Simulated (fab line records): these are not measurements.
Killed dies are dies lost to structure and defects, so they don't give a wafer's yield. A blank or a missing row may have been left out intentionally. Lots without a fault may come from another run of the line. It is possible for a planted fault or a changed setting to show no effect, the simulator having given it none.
Chamber matching / flow n5Finfet / N5_HKMG_FIN_STRIP_90 on rieDiel-03: 3 sister chambers
The step strips SOC in N2/H2, time 20 s. 14 wafers are shown with their chamber, then 4 later ones without.

WAFERS WITH THEIR CHAMBER
wafer=L338.2; chamber=3; drypumpMotorCurrentA (A)=6.4; throttleValvePct (%)=18.54; showerheadPlenumPTorr (Torr)=3.28
wafer=L338.4; chamber=2; drypumpMotorCurrentA (A)=5.4; throttleValvePct (%)=18.92; showerheadPlenumPTorr (Torr)=3.39
wafer=L338.5; chamber=2; drypumpMotorCurrentA (A)=5.4; throttleValvePct (%)=18.92; showerheadPlenumPTorr (Torr)=3.39
wafer=L339.1; chamber=3; drypumpMotorCurrentA (A)=6.3; throttleValvePct (%)=18.54; showerheadPlenumPTorr (Torr)=3.28
wafer=L339.3; chamber=1; drypumpMotorCurrentA (A)=5.5; throttleValvePct (%)=18.88; showerheadPlenumPTorr (Torr)=3.42
wafer=L339.5; chamber=3; drypumpMotorCurrentA (A)=6.3; throttleValvePct (%)=18.52; showerheadPlenumPTorr (Torr)=3.28
wafer=L357.1; chamber=3; drypumpMotorCurrentA (A)=6.3; throttleValvePct (%)=18.60; showerheadPlenumPTorr (Torr)=3.26
wafer=L357.4; chamber=2; drypumpMotorCurrentA (A)=5.4; throttleValvePct (%)=19.00; showerheadPlenumPTorr (Torr)=3.36
wafer=L357.5; chamber=2; drypumpMotorCurrentA (A)=5.4; throttleValvePct (%)=18.98; showerheadPlenumPTorr (Torr)=3.36
wafer=L358.2; chamber=2; drypumpMotorCurrentA (A)=5.4; throttleValvePct (%)=19.01; showerheadPlenumPTorr (Torr)=3.36
wafer=L358.5; chamber=1; drypumpMotorCurrentA (A)=5.5; throttleValvePct (%)=18.90; showerheadPlenumPTorr (Torr)=3.41
wafer=L358.6; chamber=2; drypumpMotorCurrentA (A)=5.4; throttleValvePct (%)=19.01; showerheadPlenumPTorr (Torr)=3.36
wafer=L359.1; chamber=3; drypumpMotorCurrentA (A)=6.3; throttleValvePct (%)=18.60; showerheadPlenumPTorr (Torr)=3.25
wafer=L359.3; chamber=1; drypumpMotorCurrentA (A)=5.5; throttleValvePct (%)=18.93; showerheadPlenumPTorr (Torr)=3.41

SIGNATURES (means of the wafers above)
reading=drypumpMotorCurrentA; chamber 1=5.500; chamber 2=5.400; chamber 3=6.320; scatter within a chamber=0.027
reading=throttleValvePct; chamber 1=18.9033; chamber 2=18.9733; chamber 3=18.5600; scatter within a chamber=0.0381
reading=showerheadPlenumPTorr; chamber 1=3.4133; chamber 2=3.3700; chamber 3=3.2700; scatter within a chamber=0.0137
Rule: a wafer's distance from a chamber is the root of the sum, over the readings, of the square of ((its reading less the chamber's mean) divided by the reading's scatter). The wafer belongs to the nearest chamber; if the next one is less than 2 further off, it can't be placed. How the scatter is found: for the shown wafers, subtract from each reading the mean of its chamber, square and add these, divide the total by (wafers less chambers), then take the root.

WAFERS MISSING THEIR CHAMBER
wafer=L360.4; drypumpMotorCurrentA (A)=5.4; throttleValvePct (%)=18.94; showerheadPlenumPTorr (Torr)=3.41
wafer=L360.5; drypumpMotorCurrentA (A)=5.5; throttleValvePct (%)=18.92; showerheadPlenumPTorr (Torr)=3.41
wafer=L361.1; drypumpMotorCurrentA (A)=5.5; throttleValvePct (%)=18.93; showerheadPlenumPTorr (Torr)=3.40
wafer=L361.2; drypumpMotorCurrentA (A)=5.4; throttleValvePct (%)=19.02; showerheadPlenumPTorr (Torr)=3.36

CHAMBER TAKEN BY EACH
wafer=L360.4; from the rows above=can't be placed: 2 or 1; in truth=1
wafer=L360.5; from the rows above=1; in truth=1
wafer=L361.1; from the rows above=1; in truth=1
wafer=L361.2; from the rows above=2; in truth=2
Placed correctly: 3 of 4. Can't be placed from these rows: 1 (the true chamber is among the candidates in 1). 0 placed wrongly.
